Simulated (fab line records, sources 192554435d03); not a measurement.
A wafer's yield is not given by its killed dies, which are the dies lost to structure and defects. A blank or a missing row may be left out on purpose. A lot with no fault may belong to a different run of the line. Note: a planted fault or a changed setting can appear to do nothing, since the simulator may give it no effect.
A lot that was struck, set against a sound lot	flow n5-finfet	29 out of 1938 route steps
Sound: wafers L693.3, L693.5, L693.6. Wafers L687.2, L687.4, L687.5 were the ones struck. The cause is given at the end.
Per side, at each step with rows, come the tool, then ch with its chambers, and then its first start. Under that, the readings that differ: sound wafers	struck wafers	difference of the means	sigmas: that difference in standard deviations of wafers without a fault.
alike: a reading whose means differ by less than 2 such deviations, as well as words and numbers matching on both sides. not compared: withheld readings; readings where some wafer has no value; bounds like >300 that might hide an equal value; numbers whose values overlap and for which the record gives no deviation.
The two part at a step that has a row with sigmas, a row that says differs or no value, or rows on one side only. Non-overlapping numbers with no deviation appear without sigmas and do not part them. A reading missing from all wafers of one side parts the sides only when that side holds two or more wafers.

first, 9 steps without rows for these wafers: N5_BEOL_M3_DESCUM_16 (chemistry O2, time 7 s); N5_BEOL_M3_ETCH_74 (etches underlayer in N2/H2, target depth 6.5 nm, time 5.2 s); N5_BEOL_M3_ETCH_63 (etches SiARC in CF4, target depth 15.6 nm, time 26 s); N5_BEOL_M3_ETCH_64 (etches SOC in N2/H2, target depth 75 nm, overetch 15 nm, time 112.5 s); N5_BEOL_M3_STRIP_65 (strips in N2/H2); N5_BEOL_M3_STRIP_75 (strips in N2/H2); N5_BEOL_M3_STRIP_66 (strips in CF4); N5_BEOL_M3_HM_OPEN_17 (chemistry Cl2/BCl3, target TiN, target depth 20 nm, overetch 6 nm); N5_BEOL_M3_STRIP_19 (strips in O2).
N5_BEOL_M3_COAT_67: time 60 s, resist thk 60 nm.
  sound on litho-track-01 ch 0, day 9 20:52; struck on litho-track-05 ch 0, day 8 10:37
reading	sound	struck	difference	sigmas
spin-speed-rpm (rpm)	1499.5 1499.2 1500.2	1361.5 1360.9 1361.2	-138.4	-99 or more
model.SOC_of_BEOL_M3_COAT_67.thk-nm (nm)	60 60 60	63 63.2 63	+3	
then, 13 steps without rows for these wafers: N5_BEOL_M3_COAT_68 (time 60 s, resist thk 12 nm); N5_BEOL_M3_COAT_76 (time 60 s, resist thk 5 nm); N5_BEOL_M3_COAT_22 (resist thk 30 nm); N5_BEOL_M3_EBR_24; N5_BEOL_M3_SOFTBAKE_23 (time 60 s); N5_BEOL_M3_EXPOSE_25 (exposes mask V2, defocus 5 nm); N5_BEOL_M3_PEB_26 (peb time 60 s); N5_BEOL_M3_DEVELOP_27 (develop time 30 s); N5_BEOL_M3_DESCUM_33 (chemistry O2, time 7 s); N5_BEOL_M3_ETCH_77 (etches underlayer in N2/H2, target depth 6.5 nm, time 5.2 s); N5_BEOL_M3_ETCH_69 (etches SiARC in CF4, target depth 15.6 nm, time 26 s); N5_BEOL_M3_ALD_98 (deposits SiO2, target thk 2.5 nm, pulse time 1 s, co reactant pulse time 1 s); N5_BEOL_M3_ETCHBACK_99 (etches SiO2 in CHF3, target depth 5 nm, time 10.4 s).
N5_BEOL_M3_ETCH_70: etches SOC in N2/H2, target depth 80 nm, overetch 16 nm, time 120 s.
  sound on rie-diel-05 ch 1,2,3, day 10 05:09; struck on rie-diel-03 ch 0,1, day 8 19:38
reading	sound	struck	difference	sigmas
model.etch.depth-nm (nm)	60.06 60.03 60.05	63.01 63.15 63	+3.01	
  alike: drypump-motor-current-A, oes-product-au, rf-vpp-V, showerhead-plenum-p-Torr, throttle-valve-pct
  not compared: rf-hours-counter-h
then, 2 steps without rows for these wafers: N5_BEOL_M3_STRIP_71 (strips in N2/H2); N5_BEOL_M3_STRIP_78 (strips in N2/H2).
N5_BEOL_M3_VIA_ETCH_34: etches the open film in C4F6/O2, target depth 69.4 nm, time 65.9 s.
  sound on rie-diel-05 ch 1,2,3, day 10 05:15; struck on rie-diel-03 ch 0,1, day 8 19:44
reading	sound	struck	difference	sigmas
model.SOC_of_BEOL_M3_COAT_67.thk-nm (nm)	52 52 51.8	54.8 55.2 55	+3.1	
  alike: O2_flow_sccm, drypump-motor-current-A, oes-product-au, rf-vpp-V, showerhead-plenum-p-Torr, throttle-valve-pct
  not compared: rf-hours-counter-h
then, 1 step without rows for these wafers: N5_BEOL_M3_STRIP_83 (strips in C4F6/O2).
N5_BEOL_M4_RC_MEAS_101:
  sound on prober-02 ch 0, day 10 21:26; struck on prober-01 ch 0, day 9 09:42
  alike: DIBL_N, DIBL_P, IOFF_N, IOFF_P, ION_N, ION_P, SS_N, SS_P, VT_N, VT_P

## WHERE THEY PART
Within this record, at N5_BEOL_M3_COAT_67 only. Later steps at which nothing parts them and some readings are alike: N5_BEOL_M3_ETCH_70, N5_BEOL_M3_VIA_ETCH_34, N5_BEOL_M4_RC_MEAS_101.

WHY: what the simulator had put in
Drift in process parameters on litho-track-05 at N5_BEOL_M3_COAT_67, starting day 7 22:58. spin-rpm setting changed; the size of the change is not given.
